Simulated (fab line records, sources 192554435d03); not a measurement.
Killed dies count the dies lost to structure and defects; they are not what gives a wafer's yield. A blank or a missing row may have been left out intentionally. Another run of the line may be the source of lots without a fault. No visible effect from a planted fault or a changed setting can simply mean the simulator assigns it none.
Matching of chambers || flow n5Finfet || 3 sister chambers for N5_BEOL_M14_DEP_53 on pecvd-02
The step deposits SiCN from 3MS/NH3, target thk 50 nm, time 17.8 s. 3 wafers are shown with their chamber, then 12 later ones without.

EACH WAFER AND ITS CHAMBER
{"wafer": "L092.5", "chamber": 1, "throttleValvePct (%)": 17.6}
{"wafer": "L093.3", "chamber": 0, "throttleValvePct (%)": 17.6}
{"wafer": "L093.4", "chamber": 2, "throttleValvePct (%)": 17.0}

WAFERS WITH NO CHAMBER GIVEN
{"wafer": "L095.2", "throttleValvePct (%)": 17.0}
{"wafer": "L095.5", "throttleValvePct (%)": 17.8}
{"wafer": "L095.6", "throttleValvePct (%)": 16.9}
{"wafer": "L094.3", "throttleValvePct (%)": 16.8}
{"wafer": "L094.5", "throttleValvePct (%)": 17.0}
{"wafer": "L094.6", "throttleValvePct (%)": 17.9}
{"wafer": "L096.1", "throttleValvePct (%)": 17.0}
{"wafer": "L096.2", "throttleValvePct (%)": 17.8}
{"wafer": "L096.5", "throttleValvePct (%)": 17.7}
{"wafer": "L097.3", "throttleValvePct (%)": 18.0}
{"wafer": "L097.4", "throttleValvePct (%)": 16.5}
{"wafer": "L097.5", "throttleValvePct (%)": 17.1}

THE CHAMBER EACH PASSED THROUGH
{"wafer": "L095.2", "from the rows above": 2, "in truth": 2}
{"wafer": "L095.5", "from the rows above": "can't be placed: 0 or 1", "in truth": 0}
{"wafer": "L095.6", "from the rows above": 2, "in truth": 2}
{"wafer": "L094.3", "from the rows above": 2, "in truth": 2}
{"wafer": "L094.5", "from the rows above": 2, "in truth": 2}
{"wafer": "L094.6", "from the rows above": "can't be placed: 0 or 1", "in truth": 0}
{"wafer": "L096.1", "from the rows above": 2, "in truth": 2}
{"wafer": "L096.2", "from the rows above": "can't be placed: 0 or 1", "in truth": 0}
{"wafer": "L096.5", "from the rows above": "can't be placed: 0 or 1", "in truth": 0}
{"wafer": "L097.3", "from the rows above": "can't be placed: 0 or 1", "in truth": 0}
{"wafer": "L097.4", "from the rows above": 2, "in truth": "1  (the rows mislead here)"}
{"wafer": "L097.5", "from the rows above": "can't be placed: 2 or 0 or 1", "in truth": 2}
Placed correctly: 5 of 12. Cannot be placed on the basis of these rows: 6; the candidates contain the true chamber in 6. 1 placed wrongly.
How it was worked out, from the rows above alone: a wafer's distance from a chamber is the root of the sum, over the readings, of the square of ((its reading less the chamber's mean) divided by the reading's scatter). The wafer belongs to the nearest chamber; if the next one is less than 2 further off, it can't be placed. Each chamber's mean is taken over the wafers shown for it. The scatter (one wafer shown for each chamber): square how far every hidden wafer sits from the nearest shown wafer, average those squares and take the square root.
